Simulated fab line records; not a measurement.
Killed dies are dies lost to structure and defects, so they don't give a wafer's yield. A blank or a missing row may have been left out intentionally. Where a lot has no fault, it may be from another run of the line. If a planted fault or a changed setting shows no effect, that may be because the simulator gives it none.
fab line records	flow nand-harc
record lots=13	wafers=39	last-day=25
route steps=1159 shown A_WL_FILL@814 THIN_TSV@1120 END@1159
lots with no fault: from the same line, run without faults
start-h: hours from the record's first day to the start of the lot's first wafer shown	wait-h: time in hours since the lot's previous step	" unchanged from the row above	L1.1+2: a row that stands for several wafers	- either no value or no given start	* or withheld: withheld	< > ~ a bound
route shown NAME@n: names a module that has steps shown in the file, with the first one's number in the route	usual: mean/standard deviation of fault-free wafers	same: alike in all rows	chamber/n: place in a boat	sites: each site's reading	_std_site: their standard deviation	_edge_site: mean of outer sites minus mean of inner sites	radius-mm: how far each site lies from the wafer's centre	mask NAME#n: copy n	behind: the last tool/chamber to shape the wafer	hold: reason for holding the lot/hours on hold/outcome of the hold	device: the transistor (n, p or np) that didn't switch	end of line: tests of these same wafers at the route's end	a step with no rows: only its recipe	killed: not the wafer's yield, but the dies lost to structure and defects at the first sort	map: the dies of a wafer, with x for killed, . for not killed, _ for no die there
set.NAME: the run value of the setting; set.NAME@STEP: its run value at that earlier step	model.NAME: the simulator's own value behind a step, which no gauge read
the route's steps for a sample of lots (tables are steps, rows are wafers)
services: when a tool's chamber went out of use (start-h, in hours from the record's first day, below 0 if earlier), for how many hours, and the reason
## steps
# step NHARC_A_WL_FILL_ETCHBACK_04
# recipe target-depth-a=600	time-s=120	chemistry=NF3
# usual drypump-motor-current-A=5.76/0.23	he-backside-leak-sccm=3.3/0.34	oes-product-au=0.997/0.0093
lot.wafer	tool	chamber	start-h	wait-h	drypump-motor-current-A	he-backside-leak-sccm	oes-product-au	rf-hours-counter-h
L505.3	rie-metal-02	1	336.64	1.5	6.01	3.2	1.005	-
L505.4	"	0	"	"	5.66	3.5	0.999	-
L505.5	"	0	"	"	5.67	3.5	0.997	-
L508.2	rie-metal-01	1	345.69	2.8	5.37	3.1	0.981	0.2
L508.1	"	0	"	"	5.42	3.6	1.014	0.2
L508.6	"	0	"	"	5.43	3.6	1.009	-
L506.1	rie-metal-02	1	348.56	2.4	6.02	3.1	0.997	4.5
L506.4	"	0	"	"	5.67	3.5	0.996	-
L506.5	"	0	"	"	5.67	3.5	1.000	-
L510.1	rie-metal-03	1	360.61	2.4	5.76	3.3	0.990	2.1
L510.2	"	0	"	"	5.94	3.1	0.992	2.1
L510.5	"	0	"	"	5.93	3.4	0.999	-
L511.3	rie-metal-01	1	372.39	1.9	5.37	3.1	0.996	-
L511.4	"	0	"	"	5.44	3.5	1.014	-
L511.5	"	0	"	"	5.44	3.5	1.015	-
L512.4	rie-metal-02	1	375.21	2.0	6.04	3.3	0.991	-
L512.6	"	0	"	"	5.67	3.5	0.993	-
L512.5	"	1	"	"	6.05	3.2	0.998	-
L517.1	rie-metal-03	1	415.34	2.4	5.76	3.1	0.991	3.7
L517.2	"	0	"	"	5.93	3.1	1.000	4.0
L517.4	"	1	"	"	5.77	3.1	0.990	-
L521.1	rie-metal-02	1	428.45	2.9	6.02	2.9	0.999	0.7
L521.3	"	1	"	"	6.02	2.9	0.992	-
L521.6	"	1	"	"	6.03	3.0	0.992	-
L522.2	rie-metal-01	1	442.33	2.9	5.37	3.1	0.992	2.9
L522.3	"	0	"	"	5.45	3.7	1.017	-
L522.4	"	1	"	"	5.38	3.0	0.998	-
L524.1	rie-metal-02	0	447.81	2.4	5.66	3.5	0.992	1.4
L524.3	"	0	"	"	5.69	3.5	1.000	-
L524.6	"	0	"	"	5.64	3.5	0.994	-
L526.1	rie-metal-01	0	461.18	2.4	5.44	3.5	1.026	3.4
L526.2	"	1	"	"	5.36	3.1	0.998	3.4
L526.4	"	0	"	"	5.46	3.7	1.026	-
L528.1	rie-metal-02	0	473.12	2.9	5.65	3.4	0.990	1.9
L528.4	"	0	"	"	5.67	3.4	0.990	-
L528.6	"	0	"	"	5.65	3.4	0.986	-
L527.1	rie-metal-03	1	476.95	2.4	5.77	3.4	0.991	0.3
L527.3	"	0	"	"	5.94	3.1	1.005	-
L527.5	"	1	"	"	5.76	3.1	0.980	-
# step NHARC_THIN_TSV_ETCH_15
# recipe target-depth-a=30000	bosch-target-overetch-cycles=2	bosch-etch-step-s=2.8	bosch-dep-step-s=1.2	bosch-cycles=14
# usual drypump-motor-current-A=6.0/0.5	he-backside-leak-sccm=2.79/0.26
# same bosch-cycles=14
lot.wafer	tool	chamber	start-h	wait-h	drypump-motor-current-A	he-backside-leak-sccm	rf-hours-counter-h
L505.4	rie-si-02	1	421.85	-	6.5	2.49	0.1
L505.3	"	3	"	"	5.8	2.91	0.3
L505.5	"	0	"	"	5.9	2.84	-
L506.1	rie-si-01	3	436.59	-	5.7	2.73	1.3
L506.4	"	1	"	"	6.4	2.85	1.1
L506.5	"	0	"	"	6.1	2.59	-
L508.1	rie-si-02	3	437.61	-	5.8	3.06	0.4
L508.2	"	1	"	"	6.5	2.57	0.3
L508.6	"	3	"	"	5.8	3.11	-
L510.2	rie-si-02	1	440.51	-	6.5	2.47	0.3
L510.1	"	0	"	"	5.9	2.99	0.4
L510.5	"	2	"	"	5.9	2.97	-
L512.4	rie-si-02	1	455.95	-	6.5	2.36	0.5
L512.6	"	0	"	"	5.8	2.86	-
L512.5	"	1	"	"	6.5	2.27	-
L511.3	rie-si-06	0	456.89	-	6.2	2.39	0.6
L511.4	"	2	"	"	6.5	2.75	0.7
L511.5	"	0	"	"	6.1	2.36	-
L517.4	rie-si-01	2	502.94	-	4.7	3.04	0.1
L517.1	"	3	"	"	5.7	2.74	0.1
L517.2	"	1	"	"	6.4	2.78	0.1
L521.3	rie-si-01	2	519.45	-	4.7	2.86	0.3
L521.1	"	0	"	"	6.0	2.98	0.3
L521.6	"	2	"	"	4.7	2.94	-
L524.3	rie-si-06	1	533.32	-	6.6	2.35	1.5
L524.1	"	3	"	"	6.0	3.12	1.3
L524.6	"	0	"	"	6.2	2.36	-
L522.4	rie-si-01	2	534.52	-	4.8	2.92	0.4
L522.3	"	3	"	"	5.7	3.22	0.4
L522.2	"	1	"	"	6.4	2.78	0.4
L526.4	rie-si-02	2	542.08	-	5.9	2.96	1.3
L526.1	"	3	"	"	5.8	2.83	1.4
L526.2	"	1	"	"	6.6	2.44	1.2
L528.4	rie-si-01	3	557.13	-	5.7	3.24	0.5
L528.1	"	1	"	"	6.4	2.79	0.6
L528.6	"	3	"	"	5.7	3.16	-
L527.1	rie-si-01	1	569.13	-	6.4	2.93	0.7
L527.3	"	2	"	"	4.7	2.85	0.7
L527.5	"	0	"	"	6.0	3.08	-
# step NHARC_THIN_TSV_CD_MEAS_16
# usual cd-nm=1000.0/2
lot.wafer	tool	chamber	start-h	wait-h	cd-nm
L505.3	cd-sem-01	-	421.99	0.1	1000.2
L505.4	"	-	"	"	1000.0
L505.5	"	-	"	"	999.4
L506.1	cd-sem-03	-	436.73	0.1	999.0
L506.4	"	-	"	"	999.3
L506.5	"	-	"	"	1000.8
L508.1	cd-sem-03	-	437.74	0.1	1000.6
L508.2	"	-	"	"	999.2
L508.6	"	-	"	"	999.8
L510.1	cd-sem-03	-	440.66	0.1	998.4
L510.2	"	-	"	"	995.6
L510.5	"	-	"	"	997.2
L512.4	cd-sem-01	-	456.09	0.1	1001.7
L512.5	"	-	"	"	1001.1
L512.6	"	-	"	"	1004.6
L511.3	cd-sem-03	-	457.04	0.1	1000.5
L511.4	"	-	"	"	999.6
L511.5	"	-	"	"	999.9
L517.1	cd-sem-02	-	503.08	0.1	998.3
L517.2	"	-	"	"	996.3
L517.4	"	-	"	"	997.4
L521.1	cd-sem-02	-	519.59	0.1	1002.5
L521.3	"	-	"	"	1002.3
L521.6	"	-	"	"	1000.4
L524.1	cd-sem-01	-	533.45	0.1	1001.4
L524.3	"	-	"	"	1001.9
L524.6	"	-	"	"	998.5
L522.2	cd-sem-03	-	534.67	0.1	1001.2
L522.3	"	-	"	"	997.2
L522.4	"	-	"	"	1001.0
L526.1	cd-sem-02	-	542.23	0.1	998.9
L526.2	"	-	"	"	1002.2
L526.4	"	-	"	"	999.5
L528.1	cd-sem-02	-	557.27	0.1	997.7
L528.4	"	-	"	"	1000.8
L528.6	"	-	"	"	1000.0
L527.1	cd-sem-02	-	569.27	0.1	997.0
L527.3	"	-	"	"	998.6
L527.5	"	-	"	"	997.0
# step NHARC_THIN_TSV_CD_MEAS_33
# recipe target-cd-nm=5000	landing-energy-ev=500
# usual cd-nm=5001.4/2.1
lot.wafer	tool	chamber	start-h	wait-h	cd-nm
L505.3	cd-sem-01	0	427.00	-	4998.1
L505.4	"	0	"	"	5000.9
L505.5	"	0	"	"	4998.3
L506.1	cd-sem-01	0	441.73	-	5002.0
L506.4	"	0	"	"	5000.0
L506.5	"	0	"	"	5000.9
L508.1	cd-sem-03	0	442.85	-	5003.5
L508.2	"	0	"	"	5004.2
L508.6	"	0	"	"	5005.1
L510.1	cd-sem-03	0	446.10	-	5001.3
L510.2	"	0	"	"	5000.3
L510.5	"	0	"	"	4999.9
L512.4	cd-sem-01	0	461.34	-	4997.9
L512.5	"	0	"	"	4998.8
L512.6	"	0	"	"	4997.0
L511.3	cd-sem-03	0	462.63	-	5002.1
L511.4	"	0	"	"	5000.5
L511.5	"	0	"	"	4998.1
L517.1	cd-sem-01	0	508.14	-	5000.7
L517.2	"	0	"	"	4999.0
L517.4	"	0	"	"	5001.1
L521.1	cd-sem-01	0	524.79	-	5002.3
L521.3	"	0	"	"	5000.3
L521.6	"	0	"	"	5000.7
L524.1	cd-sem-01	0	538.42	-	5004.3
L524.3	"	0	"	"	5000.0
L524.6	"	0	"	"	5002.8
L522.2	cd-sem-03	0	539.67	-	5004.4
L522.3	"	0	"	"	5002.0
L522.4	"	0	"	"	5001.3
L526.1	cd-sem-03	0	548.16	-	5000.7
L526.2	"	0	"	"	5001.6
L526.4	"	0	"	"	5000.7
L528.1	cd-sem-02	0	562.26	-	5003.4
L528.4	"	0	"	"	5005.1
L528.6	"	0	"	"	4999.1
L527.1	cd-sem-02	0	574.30	-	4999.2
L527.3	"	0	"	"	5000.4
L527.5	"	0	"	"	4996.4
# step NHARC_END_SORT_01
# recipe temp-c=25
# usual killed-at-array=27/11	killed-at-other=0.7/1.1	killed-at-periphery=3.4/2.1	killed-dies=31/12	killed-open=3.6/2	killed-short=2.0/1.3
# same gross-dies=677
lot.wafer	tool	chamber	start-h	wait-h	killed-at-array	killed-at-other	killed-at-periphery	killed-dies	killed-open	killed-short
L517.1	prober-02	0	518.60	2.4	81	1	2	84	7	1
L517.2	prober-02	0	519.39	2.8	55	1	2	58	4	1
L517.4	prober-02	0	520.98	3.4	91	0	6	97	3	1
L521.1	prober-02	0	540.38	2.5	37	1	7	45	7	4
L521.3	prober-02	0	541.98	3.1	45	0	6	51	2	2
L522.3	prober-01	0	555.86	3.1	48	1	8	57	7	1
L522.4	prober-01	0	556.67	3.4	46	0	5	51	3	0
# killed by level:class
L517.1 A_WL_FILL:unspecified=31 A_CHANNEL_HOLE_D1:chamber-film-flake=21 A_STAIRCASE:chamber-film-flake=10 A_SLIT:chamber-film-flake=7 A_CONTACT:chamber-film-flake=3 A_WL_FILL:geometric-particle:open=2 P_CONTACT:geometric-particle:open=1 A_ONON_D1:geometric-particle:open=1
L517.2 A_CHANNEL_HOLE_D1:chamber-film-flake=18 A_STAIRCASE:chamber-film-flake=15 A_SLIT:chamber-film-flake=12 A_CONTACT:chamber-film-flake=3 A_ONON_D1:geometric-particle:open=2 P_ZERO_WELL:chamber-film-flake=2 A_CHANNEL_FILL_D1:geometric-particle:open=1 A_WL_FILL:geometric-particle:open=1
L517.4 A_WL_FILL:unspecified=35 A_CHANNEL_HOLE_D1:chamber-film-flake=20 A_SLIT:chamber-film-flake=19 A_STAIRCASE:chamber-film-flake=12 A_CHANNEL_FILL_D1:geometric-particle:open=2 P_ZERO_WELL:chamber-film-flake=2 P_M1:chamber-film-flake=2 A_SGD_CUT:geometric-particle:short=1
L521.1 A_CHANNEL_HOLE_D1:chamber-film-flake=23 P_ZERO_WELL:chamber-film-flake=5 A_CONTACT:chamber-film-flake=4 A_CONTACT:geometric-particle:open=3 P_CONTACT:geometric-particle:open=2 A_CONTACT:geometric-particle:short=2 A_CHANNEL_FILL_D1:geometric-particle:short=1 A_SGD_CUT:geometric-particle:open=1
L521.3 A_CHANNEL_HOLE_D1:chamber-film-flake=32 A_CONTACT:chamber-film-flake=8 P_ZERO_WELL:chamber-film-flake=5 A_CHANNEL_FILL_D1:geometric-particle:short=1 A_SGD_CUT:geometric-particle:open=1 A_SGD_CUT:geometric-particle:short=1 A_CONTACT:geometric-particle:open=1 P_GATE:chamber-film-flake=1
L522.3 A_CHANNEL_HOLE_D1:chamber-film-flake=19 A_SLIT:chamber-film-flake=13 A_STAIRCASE:chamber-film-flake=5 P_ZERO_WELL:chamber-film-flake=4 A_CONTACT:chamber-film-flake=4 A_BLC:geometric-particle:open=3 P_STI:chamber-film-flake=2 P_GATE:geometric-particle:open=1
L522.4 A_CHANNEL_HOLE_D1:chamber-film-flake=26 A_STAIRCASE:chamber-film-flake=7 A_SLIT:chamber-film-flake=6 P_ZERO_WELL:chamber-film-flake=4 A_CONTACT:chamber-film-flake=4 P_M2:geometric-particle:open=1 A_CHANNEL_FILL_D1:geometric-particle:open=1 A_CONTACT:geometric-particle:open=1
## services
tool	chamber	start-h	hours	kind
rie-metal-02	0	315.21	4.6	repair
rie-metal-01	-	332.00	9.0	pm
rie-metal-03	-	341.81	3.8	repair
rie-si-06	-	360.00	9.0	pm
rie-si-06	2	381.16	1.3	repair
rie-metal-02	-	382.88	0.7	repair
rie-metal-02	-	388.00	9.0	pm
rie-si-02	-	388.00	9.0	pm
rie-si-06	2	395.25	1.9	repair
rie-metal-03	1	399.65	4.1	repair
rie-si-01	0	410.29	4.9	repair
rie-si-02	1	423.34	1.5	repair
rie-si-01	1	427.25	9.2	repair
rie-metal-03	-	453.19	9.0	pm
rie-si-01	-	481.00	9.0	pm
rie-si-02	2	489.35	4.5	repair
rie-metal-03	1	490.60	16.5	repair
rie-si-01	-	499.98	0.1	repair
rie-metal-01	-	509.00	9.0	pm
rie-metal-01	1	528.16	36.2	repair
rie-si-02	2	532.92	8.0	repair
rie-si-01	-	535.55	0.9	repair
rie-metal-02	-	565.00	9.0	pm
rie-si-02	-	565.00	9.0	pm
## key
first-sign step=NHARC_END_SORT_01	reading=killed-at-array	direction=up	sigmas=5.2	usual=27	struck=86
effect step=NHARC_END_SORT_01	reading=killed-dies	direction=up	sigmas=4.9	usual=31	struck=90
more-kills-born-at NHARC_A_WL_FILL_ETCHBACK_04@rie-metal-03=66
met-at NHARC_A_WL_FILL_ETCHBACK_04
struck-lots L517
struck-wafers L517.1,L517.4
tester-left-out L517
not-acting-at NHARC_THIN_TSV_ETCH_15,NHARC_THIN_TSV_CD_MEAS_16,NHARC_THIN_TSV_CD_MEAS_33
onset-between 360.61 415.34
fault kind=chamber-particle-source	tool=rie-metal-03	chamber=1	onset-h=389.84	steps=NHARC_A_WL_FILL_ETCHBACK_04	rate-per-visit-cm2=0.4662	end-h=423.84
# tester-left-out: of these lots the tester's yield and bins aren't shown, on N5 and GAA mostly nor the transistor test; their killed dies are dies lost to structure and defects alone, not to doping, threshold or leakage, so they don't give the yield
